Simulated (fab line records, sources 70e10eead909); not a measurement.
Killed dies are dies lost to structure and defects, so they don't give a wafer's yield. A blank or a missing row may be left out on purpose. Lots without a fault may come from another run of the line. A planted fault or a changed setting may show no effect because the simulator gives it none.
Chamber matching | flow nand_harc | NHARC_P_M1_ETCH_35 on rie_diel-03: 4 sister chambers
The step etches the open film in N2/H2, target depth 40 nm, overetch 12 nm, time 43.94 s. 24 wafers are shown with their chamber, then 12 later ones without.

WAFERS WITH THEIR CHAMBER
wafer  | chamber | showerhead_plenum_p_Torr (Torr) | drypump_motor_current_A (A) | rf_vpp_V (V)
L077.1 | 2       | 2.18                            | 6.3                         | 434.5
L077.2 | 3       | 1.91                            | 6.1                         | 426.2
L077.5 | 2       | 2.18                            | 6.2                         | 434.1
L078.2 | 0       | 1.99                            | 5.7                         | 428.5
L078.3 | 2       | 2.18                            | 6.3                         | 433.6
L078.6 | 0       | 1.99                            | 5.7                         | 429.5
L083.2 | 3       | 1.90                            | 6.1                         | 428.4
L083.4 | 2       | 2.18                            | 6.3                         | 433.8
L083.5 | 2       | 2.18                            | 6.3                         | 434.9
L082.1 | 1       | 2.03                            | 5.9                         | 430.1
L082.4 | 0       | 1.99                            | 5.7                         | 429.5
L082.5 | 2       | 2.18                            | 6.2                         | 433.2
L084.1 | 0       | 1.99                            | 5.6                         | 428.2
L084.3 | 2       | 2.18                            | 6.2                         | 433.4
L084.4 | 1       | 2.03                            | 5.9                         | 429.8
L085.2 | 2       | 2.18                            | 6.2                         | 434.3
L085.3 | 3       | 1.90                            | 6.1                         | 427.9
L085.4 | 1       | 2.03                            | 5.8                         | 430.0
L086.1 | 1       | 2.03                            | 5.9                         | 428.1
L086.4 | 1       | 2.03                            | 5.9                         | 431.2
L086.5 | 3       | 1.90                            | 6.1                         | 427.4
L087.1 | 3       | 1.90                            | 6.1                         | 427.4
L087.2 | 2       | 2.17                            | 6.3                         | 433.8
L087.3 | 1       | 2.03                            | 5.8                         | 430.1

SIGNATURES (means of the wafers above)
reading                  | chamber 0 | chamber 1 | chamber 2 | chamber 3 | scatter within a chamber
showerhead_plenum_p_Torr | 1.9900    | 2.0300    | 2.1789    | 1.9020    | 0.00291
drypump_motor_current_A  | 5.675     | 5.867     | 6.256     | 6.100     | 0.0464
rf_vpp_V                 | 428.925   | 429.883   | 433.956   | 427.460   | 0.757
Rule: a wafer's distance from a chamber is the root of the sum, over the readings, of the square of ((its reading less the chamber's mean) divided by the reading's scatter). The wafer belongs to the nearest chamber; if the next one is less than 2 further off, it can't be placed. The scatter: the root of (the sum of the squares of (reading less its chamber's mean) over the shown wafers, divided by (wafers less chambers)).

WAFERS WITHOUT THEIR CHAMBER
wafer  | showerhead_plenum_p_Torr (Torr) | drypump_motor_current_A (A) | rf_vpp_V (V)
L087.4 | 2.03                            | 5.8                         | 429.3
L087.5 | 1.90                            | 6.1                         | 427.1
L087.6 | 2.17                            | 6.2                         | 434.6
L093.1 | 2.17                            | 6.3                         | 435.3
L093.2 | 1.99                            | 5.6                         | 428.1
L093.3 | 2.02                            | 5.8                         | 428.7
L096.2 | 1.99                            | 5.7                         | 427.4
L096.4 | 2.02                            | 5.8                         | 428.6
L096.5 | 1.99                            | 5.7                         | 428.9
L095.2 | 2.17                            | 6.3                         | 434.6
L095.4 | 1.99                            | 5.7                         | 429.0
L095.5 | 2.02                            | 5.8                         | 428.8

WHICH CHAMBER EACH WENT THROUGH
wafer  | from the rows above | in truth
L087.4 | 1                   | 1
L087.5 | 3                   | 3
L087.6 | 2                   | 2
L093.1 | 2                   | 2
L093.2 | 0                   | 0
L093.3 | 1                   | 1
L096.2 | 0                   | 0
L096.4 | 1                   | 1
L096.5 | 0                   | 0
L095.2 | 2                   | 2
L095.4 | 0                   | 0
L095.5 | 1                   | 1
Placed correctly: 12 of 12. Can't be placed from these rows: 0. Placed wrongly: 0.
